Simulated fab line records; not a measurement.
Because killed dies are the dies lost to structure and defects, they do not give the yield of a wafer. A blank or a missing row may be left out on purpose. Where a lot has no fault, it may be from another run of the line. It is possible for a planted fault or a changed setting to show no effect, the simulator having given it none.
Chamber matching || flow nandHarc || rieDiel-01 running NHARC_A_M1_DESCUM_14: 4 sister chambers
The step chemistry O2, time 3 s. 8 wafers are shown with their chamber, then 7 later ones without.

WAFERS WITH THEIR CHAMBER
{"wafer": "L089.5", "chamber": 0, "drypumpMotorCurrentA (A)": 5.4, "rfVppV (V)": 57.2}
{"wafer": "L088.2", "chamber": 3, "drypumpMotorCurrentA (A)": 6.1, "rfVppV (V)": 57.3}
{"wafer": "L088.6", "chamber": 3, "drypumpMotorCurrentA (A)": 6.1, "rfVppV (V)": 56.8}
{"wafer": "L090.1", "chamber": 2, "drypumpMotorCurrentA (A)": 5.7, "rfVppV (V)": 56.9}
{"wafer": "L090.2", "chamber": 1, "drypumpMotorCurrentA (A)": 5.0, "rfVppV (V)": 58.6}
{"wafer": "L090.5", "chamber": 0, "drypumpMotorCurrentA (A)": 5.3, "rfVppV (V)": 59.1}
{"wafer": "L092.1", "chamber": 1, "drypumpMotorCurrentA (A)": 5.0, "rfVppV (V)": 57.0}
{"wafer": "L092.3", "chamber": 2, "drypumpMotorCurrentA (A)": 5.7, "rfVppV (V)": 56.2}

WAFERS WITH NO CHAMBER GIVEN
{"wafer": "L092.5", "drypumpMotorCurrentA (A)": 5.7, "rfVppV (V)": 57.0}
{"wafer": "L094.1", "drypumpMotorCurrentA (A)": 5.3, "rfVppV (V)": 58.1}
{"wafer": "L094.2", "drypumpMotorCurrentA (A)": 5.7, "rfVppV (V)": 57.0}
{"wafer": "L094.3", "drypumpMotorCurrentA (A)": 5.0, "rfVppV (V)": 57.6}
{"wafer": "L093.1", "drypumpMotorCurrentA (A)": 5.0, "rfVppV (V)": 57.1}
{"wafer": "L093.2", "drypumpMotorCurrentA (A)": 5.3, "rfVppV (V)": 57.9}
{"wafer": "L093.4", "drypumpMotorCurrentA (A)": 5.3, "rfVppV (V)": 57.8}

WHICH CHAMBER EACH ONE RAN IN
{"wafer": "L092.5", "from the rows above": 2, "in truth": 2}
{"wafer": "L094.1", "from the rows above": 0, "in truth": 0}
{"wafer": "L094.2", "from the rows above": 2, "in truth": 2}
{"wafer": "L094.3", "from the rows above": 1, "in truth": 1}
{"wafer": "L093.1", "from the rows above": 1, "in truth": 1}
{"wafer": "L093.2", "from the rows above": 0, "in truth": 0}
{"wafer": "L093.4", "from the rows above": 0, "in truth": 0}
Correct placement for 7 of the 7. Left unplaced by these rows: 0. Placed wrongly: 0.
How it was worked out, from the rows above alone: a wafer's distance from a chamber is the root of the sum, over the readings, of the square of ((its reading less the chamber's mean) divided by the reading's scatter). If the next closest chamber is less than 2 further off than the closest, the wafer can't be placed; otherwise it belongs to the closest. For every chamber, the mean is computed from those of its wafers that are shown. The scatter: the root of (the sum of the squares of (reading less its chamber's mean) over the shown wafers, divided by (wafers less chambers)).
